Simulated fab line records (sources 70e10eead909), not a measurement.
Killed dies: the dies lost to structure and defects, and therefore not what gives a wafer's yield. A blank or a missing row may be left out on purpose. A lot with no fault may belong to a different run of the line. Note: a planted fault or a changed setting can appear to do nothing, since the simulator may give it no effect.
The tool behind it: which one? | flow nand-harc | Sampling: 6 lots, 18 wafers, 5 of 1302 route steps

WHAT THE GAUGES SHOWED, per wafer
NHARC_P_CONTACT_CD_MEAS_12: target cd 90 nm.
lot  | measured     | on        | cd-nm (nm)
L763 | day 7 00:54  | cd-sem-03 | 90.5 89.7 89.9
L768 | day 9 02:26  | cd-sem-03 | 70.3 70.2 69.4
L772 | day 11 07:37 | cd-sem-02 | 90.2 90.3 89.5
L774 | day 11 21:31 | cd-sem-01 | 90.7 90.6 90.5
L778 | day 13 07:47 | cd-sem-02 | 89.2 89.6 90.2
L782 | day 15 20:05 | cd-sem-02 | 89.9 89.6 90.5

WHAT TOOL EACH LOT RAN ON (gives the tool, then ch and the chambers of the sampled wafers, and finally the start)
lot  | NHARC_P_GATE_DESCUM_93             | NHARC_P_GATE_DEGAS_109       | NHARC_P_CONTACT_CMP_01        | NHARC_P_CONTACT_EXPOSE_09
L763 | rie-diel-03 ch 0,2,3, day 6 20:22  | pvd-sputter-03, day 6 22:19  | cmp-04 ch 0,3, day 7 00:02    | arfi-scanner-03 ch 0, day 7 00:46
L768 | rie-diel-01 ch 0,1,2, day 8 21:36  | pvd-sputter-03, day 8 23:53  | cmp-01 ch 0,1,2, day 9 01:37  | arfi-scanner-03 ch 0, day 9 02:19
L772 | rie-diel-01 ch 2,3, day 11 03:05   | pvd-sputter-01, day 11 05:02 | cmp-04 ch 0,3, day 11 06:47   | arfi-scanner-01 ch 0, day 11 07:28
L774 | rie-diel-10 ch 1,2,3, day 11 16:55 | pvd-sputter-01, day 11 18:58 | cmp-01 ch 0,1,3, day 11 20:44 | arfi-scanner-01 ch 0, day 11 21:23
L778 | rie-diel-10 ch 1,2, day 13 03:22   | pvd-sputter-03, day 13 05:19 | cmp-04 ch 1,2,3, day 13 07:07 | arfi-scanner-02 ch 0, day 13 07:38
L782 | rie-diel-03 ch 2,3, day 15 15:26   | pvd-sputter-01, day 15 17:30 | cmp-03 ch 0,3, day 15 19:14   | arfi-scanner-02 ch 0, day 15 19:57
- NHARC_P_GATE_DESCUM_93: chemistry O2, time 3 s.
- NHARC_P_GATE_DEGAS_109: time 60 s.
- NHARC_P_CONTACT_CMP_01: polishes SiO2, target thk 200 nm.
- NHARC_P_CONTACT_EXPOSE_09: exposes mask P CA, target cd 90 nm.

THE ANSWER, worked out from the rows above alone
Rule: usual is defined by the lots themselves. Put in order of their means at a reading, lots are off if they are a third of the lots or fewer, leave a main group of 4 or more, and stand apart from it by a gap of 3 or more times the standard deviation of the main group's means; of several such gaps the widest counts. Not used: any main group whose means are identical at the precision the tables above print for the reading. Also off: a lot with no number at a reading for which 4 or more lots have one. Any other lot the step has rows for is counted as sound.
Off: L768, at NHARC_P_CONTACT_CD_MEAS_12 (cd-nm). Main group: mean 90.1 nm, sd 0.3.
If a tool, at a process step before that reading, ran all the lots that are off and no sound lot after the first of them, it fits. Those tools and the gauges at NHARC_P_CONTACT_CD_MEAS_12 are tried in the same way. 2 tools fit, arfi-scanner-03 at NHARC_P_CONTACT_EXPOSE_09 and cd-sem-03 at NHARC_P_CONTACT_CD_MEAS_12, so this cannot tell which one it is.

WHAT WAS PUT IN BY THE SIMULATOR
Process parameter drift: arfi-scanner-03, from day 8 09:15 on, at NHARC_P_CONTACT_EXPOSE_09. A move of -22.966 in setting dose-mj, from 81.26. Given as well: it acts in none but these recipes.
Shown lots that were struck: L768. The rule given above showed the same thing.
